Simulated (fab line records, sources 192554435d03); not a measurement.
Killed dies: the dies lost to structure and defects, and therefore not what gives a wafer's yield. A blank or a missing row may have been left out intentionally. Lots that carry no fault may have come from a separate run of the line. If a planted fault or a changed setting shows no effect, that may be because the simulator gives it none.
Comparing a struck lot with a sound one + flow n5_finfet + 17 steps out of a route of 1938
Sound: the wafers L108.1, L108.3, L108.4. Struck: wafers L107.2, L107.6. The cause comes at the end.
Order at every step that has rows: each side's tool, ch and its chambers, its first start. Under that, the readings that differ: sound wafers + struck wafers + difference of the means + sigmas: that difference in standard deviations of wafers without a fault.
alike: readings with means less than 2 such deviations apart, plus words and numbers identical on both sides. not compared: withheld readings, readings lacking a value on some wafer, bounds such as >300 that could conceal the same value, and numbers that have no deviation in the record and whose values overlap.
A row with sigmas, a row that says differs or no value, or rows on one side alone: a step with any of these is where the two part. Numbers that have no deviation but don't overlap get no sigmas and don't part them. Lack of a reading on every wafer of one side parts them only where that side has two or more wafers.

first, 9 steps without rows for these wafers: N5_BEOL_M0_SAQP_COAT_34 (resist thk 30 nm); N5_BEOL_M0_SAQP_EBR_36; N5_BEOL_M0_SAQP_SOFTBAKE_35 (time 60 s); N5_BEOL_M0_SAQP_EXPOSE_37 (exposes mask M0 CUT1, target cd 30 nm); N5_BEOL_M0_SAQP_PEB_38 (peb time 60 s); N5_BEOL_M0_SAQP_DEVELOP_39 (develop time 30 s); N5_BEOL_M0_SAQP_DESCUM_45 (chemistry O2, time 7 s); N5_BEOL_M0_SAQP_ETCH_88 (etches underlayer in N2/H2, target depth 6.5 nm, time 5.2 s); N5_BEOL_M0_SAQP_ETCH_73 (etches SiARC in CF4, target depth 19.5 nm, time 32.5 s).
N5_BEOL_M0_SAQP_CUT_ETCH_46: etches SOC in N2/H2, target depth 135 nm, overetch 27 nm, time 202.5 s.
  sound on rie_diel-05 ch 0,1,3, day 10 20:11; struck on rie_diel-01 ch 3, day 10 15:38
| reading                                         | sound        | struck  | difference | sigmas |
|-------------------------------------------------|--------------|---------|------------|--------|
| model.SiARC_of_BEOL_M0_SAQP_COAT_72.thk_nm (nm) | 5.2 3.8 5.4  | 8.2 8.2 | +3.4       |        |
| model.BEOL_M0_SAQP.cd_nm (nm)                   | 30 30.2 29.8 | 28 28   | -2         |        |
  alike: bias_w, drypump_motor_current_A, n2_flow_sccm, rf_fwd_power_W, rf_vpp_V, showerhead_plenum_p_Torr, throttle_valve_pct
  not compared: rf_hours_counter_h
then, 3 steps without rows for these wafers: N5_BEOL_M0_SAQP_STRIP_74 (strips in N2/H2); N5_BEOL_M0_SAQP_STRIP_89 (strips in N2/H2); N5_BEOL_M0_SAQP_ALD_48 (deposits SiO2, target thk 20 nm, pulse time 1 s, co reactant pulse time 1 s).
N5_BEOL_M0_SAQP_ETCH_49: etches SiO2 in CF4/O2, target depth 37 nm.
  sound on rie_diel-03 ch 0,1,2, day 10 21:10; struck on rie_diel-03 ch 1,2, day 10 16:33
| reading                       | sound          | struck | difference | sigmas |
|-------------------------------|----------------|--------|------------|--------|
| model.BEOL_M0_SAQP.cd_nm (nm) | 30.2 30.4 29.8 | 28 28  | -2         |        |
  alike: bias_w, drypump_motor_current_A, oes_product_au, rf_fwd_power_W, rf_vpp_V, showerhead_plenum_p_Torr, throttle_valve_pct
  not compared: rf_hours_counter_h
then, 1 step without rows for these wafers: N5_BEOL_M0_SAQP_STRIP_75 (strips in CF4).
-- the record jumps here: 2 days lie between the struck wafers' starts before and after (it left off in module BEOL_M0_SAQP and takes up again in module BEOL_M4, whose first step shown is number 1111 of the route) --
N5_BEOL_M4_RC_MEAS_101:
  sound on prober-02 ch 0, day 13 07:44; struck on prober-01 ch 0, day 13 04:11
| reading        | sound          | struck    | difference | sigmas |
|----------------|----------------|-----------|------------|--------|
| DIBL_P (mV/V)  | 36.7 34.0 37.0 | 43.0 41.2 | +6.2       | +2     |
| IOFF_N (nA/um) | 0.16 0.11 0.18 | 0.27 0.23 | +0.10      | +2     |
| IOFF_P (nA/um) | 0.20 0.16 0.20 | 0.40 0.33 | +0.18      | +3     |
| ION_P (uA/um)  | 458 445 465    | 496 475   | +30        | +3     |
| VT_P (mV)      | -253 -256 -251 | -240 -243 | +12        | +3     |
  alike: DIBL_N, ION_N, SS_N, SS_P, VT_N
-- the record jumps here: 5 days lie between the struck wafers' starts before and after (it left off in module BEOL_M4 and takes up again in module PASSIVATION, whose first step shown is number 1936 of the route) --
N5_PASSIVATION_PROBE_49:
  rows exist in the record for the struck wafers here (prober-02, day 18 04:28), but not for the sound ones

WHERE THEY PART
Earliest at N5_BEOL_M4_RC_MEAS_101; latest, in this record, at N5_PASSIVATION_PROBE_49.

WHY: what had been put in by the simulator
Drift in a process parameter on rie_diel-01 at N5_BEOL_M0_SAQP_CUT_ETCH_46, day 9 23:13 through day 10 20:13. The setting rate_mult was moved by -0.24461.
